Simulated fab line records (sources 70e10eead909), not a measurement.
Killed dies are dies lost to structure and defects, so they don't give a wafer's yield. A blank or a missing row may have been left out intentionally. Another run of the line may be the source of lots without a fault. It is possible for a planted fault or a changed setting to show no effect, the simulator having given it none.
Chamber matching    flow nandHarc    3 sister chambers for NHARC_P_M2_DEP_33 on pecvd-02
The step deposits SiCN, target thk 30 nm. 6 wafers are shown with their chamber, then 8 later ones without.

== WAFERS PAIRED WITH THEIR CHAMBERS ==
wafer   chamber  heaterPowerW (W)
L085.5  2        778
L086.1  2        782
L087.1  0        443
L087.4  0        442
L087.5  1        639
L088.1  1        661

== WAFERS WITHOUT THEIR CHAMBER ==
wafer   heaterPowerW (W)
L088.5  418
L088.6  673
L089.1  620
L089.2  413
L089.5  631
L096.1  563
L096.2  470
L096.5  571

== CHAMBER TAKEN BY EACH ==
wafer   from the rows above  in truth
L088.5  0                    0
L088.6  1                    1
L089.1  1                    1
L089.2  0                    0
L089.5  1                    1
L096.1  1                    1
L096.2  0                    0
L096.5  1                    1
Placed correctly: 8 of 8. Not placeable from these rows: 0. 0 placed wrongly.
How it was worked out, from the rows above alone: a wafer's distance from a chamber is the root of the sum, over the readings, of the square of ((its reading less the chamber's mean) divided by the reading's scatter). If the next closest chamber is less than 2 further off than the closest, the wafer can't be placed; otherwise it belongs to the closest. Each chamber's mean is taken over the wafers shown for it. The scatter is the square root of a quotient: the sum, over the shown wafers, of each reading's squared deviation from its chamber's mean, divided by wafers minus chambers.
